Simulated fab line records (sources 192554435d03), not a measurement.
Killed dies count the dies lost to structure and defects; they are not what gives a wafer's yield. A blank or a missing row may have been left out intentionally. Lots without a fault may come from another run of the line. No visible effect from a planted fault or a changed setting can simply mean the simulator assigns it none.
Which tool was responsible?	flow n5 finfet	Sampling: 24 lots, 72 wafers, 4 of 1938 route steps

## WHAT THE GAUGES SHOWED, per wafer
N5_GATE_CUT_OVL_MEAS_14. Usual: for GATE_CUT_OVL the level is 0.0 nm and the standard deviation is 0.66.
lot	measured	on	GATE_CUT_OVL (nm)	flag
L074	day 4 13:53	overlay-01	-1.0 0.1 -0.1	
L075	day 4 17:19	overlay-01	-0.5 -0.2 -0.4	
L076	day 5 00:46	overlay-02	-0.1 -0.4 -0.1	
L077	day 5 06:25	overlay-01	-0.2 -0.8 -0.9	
L078	day 5 10:46	overlay-02	0.5 0.8 0.5	
L079	day 5 18:40	overlay-01	0.4 0.4 0.8	
L080	day 6 03:01	overlay-02	0.0 0.3 0.2	
L081	day 6 06:44	overlay-02	0.5 -0.1 -0.4	
L082	day 6 11:24	overlay-02	0.1 -0.7 -0.9	
L083	day 6 19:01	overlay-02	0.5 0.0 -0.1	
L084	day 7 02:01	overlay-02	0.4 -0.9 0.5	
L085	day 7 07:57	overlay-02	0.4 0.3 0.5	
L086	day 7 13:31	overlay-02	-0.6 0.2 -0.8	
L087	day 7 19:31	overlay-01	0.8 0.7 1.2	
L088	day 8 01:11	overlay-01	-0.1 -0.5 0.7	
L089	day 8 07:18	overlay-01	-0.3 0.6 0.7	
L090	day 8 11:44	overlay-01	0.4 0.9 0.4	
L091	day 8 21:08	overlay-02	0.1 -0.3 -0.7	
L092	day 9 00:40	overlay-02	1.1 -0.5 0.5	
L093	day 9 07:52	overlay-02	-1.4 -1.2 -0.1	
L094	day 9 11:04	overlay-02	0.3 0.6 0.7	
L095	day 9 14:46	overlay-02	0.5 0.4 -0.3	
L096	day 10 02:31	overlay-01	-0.5 1.7 1.2	
L097	day 10 07:49	overlay-02	-0.3 -0.7 -0.6	

## EACH LOT AND THE TOOL THAT RAN IT (in order: tool; ch and the chambers of the sampled wafers; start)
lot	N5_HKMG_FIN_W_FILL_22	N5_HKMG_FIN_CMP_23	N5_GATE_CUT_SAC_CAP_01
L074	cvd w-01 ch 0,1, day 4 08:59	cmp-01 ch 1,2, day 4 09:06	ald sin-03 ch 0,2,3, day 4 10:44
L075	cvd w-01 ch 0,1, day 4 12:47	cmp-03 ch 1,3, day 4 12:54	ald sin-03 ch 1,2, day 4 14:15
L076	cvd w-01 ch 0,1, day 4 20:17	cmp-03 ch 1,2, day 4 20:23	ald sin-03 ch 0,1, day 4 21:48
L077	cvd w-01 ch 0,1, day 5 01:12	cmp-02 ch 1,2,3, day 5 01:23	ald sin-03 ch 0,1,2, day 5 03:26
L078	cvd w-02 ch 0,1, day 5 06:06	cmp-01 ch 1,3, day 5 06:14	ald sin-01 ch 1,2, day 5 07:40
L079	cvd w-01 ch 0,1, day 5 14:06	cmp-01 ch 0,1,3, day 5 14:13	ald sin-04 ch 0,1,3, day 5 15:34
L080	cvd w-01 ch 0,1, day 5 22:32	cmp-01 ch 0,1,3, day 5 22:41	ald sin-03 ch 0,1,2, day 6 00:03
L081	cvd w-01 ch 0,1, day 6 02:11	cmp-02 ch 0,1,2, day 6 02:32	ald sin-04 ch 0,3, day 6 03:46
L082	cvd w-01 ch 0,1, day 6 06:46	cmp-02 ch 1,2,3, day 6 07:06	ald sin-01 ch 1,2,3, day 6 08:19
L083	cvd w-01 ch 0,1, day 6 14:35	cmp-01 ch 0,2,3, day 6 14:42	ald sin-03 ch 0,1,3, day 6 16:04
L084	cvd w-02 ch 0, day 6 20:53	cmp-01 ch 2,3, day 6 20:59	ald sin-04 ch 0,1,2, day 6 23:02
L085	cvd w-02 ch 0,1, day 7 03:17	cmp-02 ch 0,1,3, day 7 03:23	ald sin-04 ch 0,1, day 7 04:52
L086	cvd w-02 ch 0,1, day 7 08:55	cmp-03 ch 2,3, day 7 09:01	ald sin-04 ch 0,3, day 7 10:32
L087	cvd w-02 ch 0,1, day 7 14:25	cmp-02 ch 1,3, day 7 14:32	ald sin-03 ch 0,2,3, day 7 16:26
L088	cvd w-02 ch 0,1, day 7 20:28	cmp-03 ch 0,3, day 7 20:40	ald sin-04 ch 1,2,3, day 7 22:12
L089	cvd w-02 ch 0,1, day 8 02:42	cmp-03 ch 1,2,3, day 8 02:55	ald sin-04 ch 0,2, day 8 04:13
L090	cvd w-01 ch 0,1, day 8 07:15	cmp-03 ch 2,3, day 8 07:26	ald sin-03 ch 0,2,3, day 8 08:43
L091	cvd w-02 ch 0,1, day 8 16:03	cmp-01 ch 0,1, day 8 16:11	ald sin-04 ch 1,2,3, day 8 18:04
L092	cvd w-02 ch 0,1, day 8 18:19	cmp-01 ch 0,1, day 8 18:29	ald sin-01 ch 0,2,3, day 8 21:41
L093	cvd w-02 ch 0,1, day 9 03:22	cmp-03 ch 0,2, day 9 03:37	ald sin-01 ch 0,2,3, day 9 04:53
L094	cvd w-02 ch 0, day 9 06:12	cmp-03 ch 1,3, day 9 06:23	ald sin-03 ch 0,1,3, day 9 07:58
L095	cvd w-02 ch 0, day 9 10:13	cmp-01 ch 1,3, day 9 10:25	ald sin-01 ch 0,1, day 9 11:48
L096	cvd w-01 ch 0,1, day 9 21:55	cmp-02 ch 1,3, day 9 22:01	ald sin-01 ch 1,2,3, day 9 23:23
L097	cvd w-01 ch 0,1, day 10 03:17	cmp-03 ch 0,2,3, day 10 03:38	ald sin-04 ch 0,1,2, day 10 04:50
- N5_HKMG_FIN_W_FILL_22: material W, target thk 60 nm, time 18.2 s.
- N5_HKMG_FIN_CMP_23: polishes, stops on SiNx, t overpolish 10 s, target thk 46.326 nm.
- N5_GATE_CUT_SAC_CAP_01: material SiNx, target thk 24 nm, pulse time 1 s, ald cycles 480.

## WHAT THE TOOLS THEMSELVES READ (means of the sampled wafers that have a number; where no wafer has one, the mark that the record gives instead)
N5_HKMG_FIN_W_FILL_22. Usual: heater power w 854 W, standard deviation 98; throttle valve pct 19.6 %, standard deviation 1.1.
lot	tool	heater power w (W)	throttle valve pct (%)	flag
L074	cvd w-01	816	20.6	
L075	cvd w-01	771	20.5	
L076	cvd w-01	792	20.7	
L077	cvd w-01	778	20.7	
L078	cvd w-02	934	18.4	
L079	cvd w-01	814	20.6	
L080	cvd w-01	769	20.8	
L081	cvd w-01	820	20.6	
L082	cvd w-01	772	20.6	
L083	cvd w-01	779	20.6	
L084	cvd w-02	804	18.8	
L085	cvd w-02	884	18.6	
L086	cvd w-02	947	18.4	
L087	cvd w-02	888	18.6	
L088	cvd w-02	950	18.4	
L089	cvd w-02	953	18.3	
L090	cvd w-01	820	20.8	
L091	cvd w-02	885	18.6	
L092	cvd w-02	867	18.7	
L093	cvd w-02	965	18.5	
L094	cvd w-02	811	18.8	
L095	cvd w-02	812	18.9	
L096	cvd w-01	806	20.9	
L097	cvd w-01	816	20.9	

N5_HKMG_FIN_CMP_23. Usual: head pressure psi 4.001 psi, standard deviation 0.0095; motor current A 12.6 A, standard deviation 0.91; overpolish run s 10.000 s, standard deviation 0.0083; retaining ring pressure frac 0.999, standard deviation 0.0053; time to endpoint s 12.3 s, standard deviation 2.6.
lot	tool	head pressure psi (psi)	motor current A (A)	overpolish run s (s)	retaining ring pressure frac	time to endpoint s (s)	flag
L074	cmp-01	3.993	12.9	9.997	1.008	12.6	
L075	cmp-03	3.988	13.6	9.998	0.998	12.3	
L076	cmp-03	3.998	12.7	9.996	0.996	10.9	
L077	cmp-02	4.002	13.5	9.999	1.000	10.5	
L078	cmp-01	4.005	12.4	10.010	1.000	12.3	
L079	cmp-01	3.991	12.2	9.987	1.001	15.0	
L080	cmp-01	4.000	12.2	9.984	0.999	14.3	
L081	cmp-02	3.998	13.0	10.000	0.999	10.4	
L082	cmp-02	3.996	13.2	10.003	0.995	8.3	
L083	cmp-01	3.997	12.2	9.997	1.004	14.1	
L084	cmp-01	4.000	12.2	9.993	0.997	11.3	
L085	cmp-02	4.003	12.8	9.997	0.994	11.3	
L086	cmp-03	4.011	13.5	10.003	0.993	9.6	
L087	cmp-02	4.011	13.5	9.991	1.004	9.9	
L088	cmp-03	4.005	12.7	10.003	1.000	12.8	
L089	cmp-03	3.991	12.9	9.997	0.999	9.6	
L090	cmp-03	4.006	12.6	9.997	1.002	13.0	
L091	cmp-01	3.993	12.4	10.004	1.000	12.1	
L092	cmp-01	3.995	13.0	10.007	0.996	16.0	
L093	cmp-03	3.998	11.7	10.003	1.002	15.3	
L094	cmp-03	4.012	13.8	10.002	1.002	14.6	
L095	cmp-01	4.011	12.4	10.008	0.999	13.7	
L096	cmp-02	4.005	13.4	10.003	0.999	10.4	
L097	cmp-03	3.994	12.5	10.004	0.999	13.0	

N5_GATE_CUT_SAC_CAP_01. Usual: heater power w 873 W, standard deviation 76; precursor pulse height rel 1.001, standard deviation 0.019.
lot	tool	heater power w (W)	precursor pulse height rel	flag
L074	ald sin-03	826	0.999	
L075	ald sin-03	874	0.984	
L076	ald sin-03	877	1.023	
L077	ald sin-03	866	0.998	
L078	ald sin-01	911	1.003	
L079	ald sin-04	879	1.001	
L080	ald sin-03	857	0.999	
L081	ald sin-04	924	0.992	
L082	ald sin-01	860	1.011	
L083	ald sin-03	845	1.005	
L084	ald sin-04	871	1.003	
L085	ald sin-04	848	0.995	
L086	ald sin-04	847	1.001	
L087	ald sin-03	819	0.997	
L088	ald sin-04	954	1.003	
L089	ald sin-04	888	0.995	
L090	ald sin-03	834	1.009	
L091	ald sin-04	947	0.994	
L092	ald sin-01	887	1.000	
L093	ald sin-01	894	0.995	
L094	ald sin-03	843	1.001	
L095	ald sin-01	801	0.992	
L096	ald sin-01	867	0.993	
L097	ald sin-04	885	1.012	

## THE ANSWER, worked out from the rows above alone
Rule: lot off if the mean of its wafers having a number is beyond 3 standard deviations from the usual mean. A lot without any number at a reading at which 4 lots or more have one is off too. The other lots that the step has rows for count as sound. The gauges are gone through in route order, then the tools' own readings, and for those a lot's mean is taken as printed above. The first step at which some lot is off is used, and at that step the reading that is off furthest; a lot without a number counts as furthest.
No lot is off on any of the readings shown, so nothing can be concluded from this.

## WHAT THE SIMULATOR HAD PUT IN
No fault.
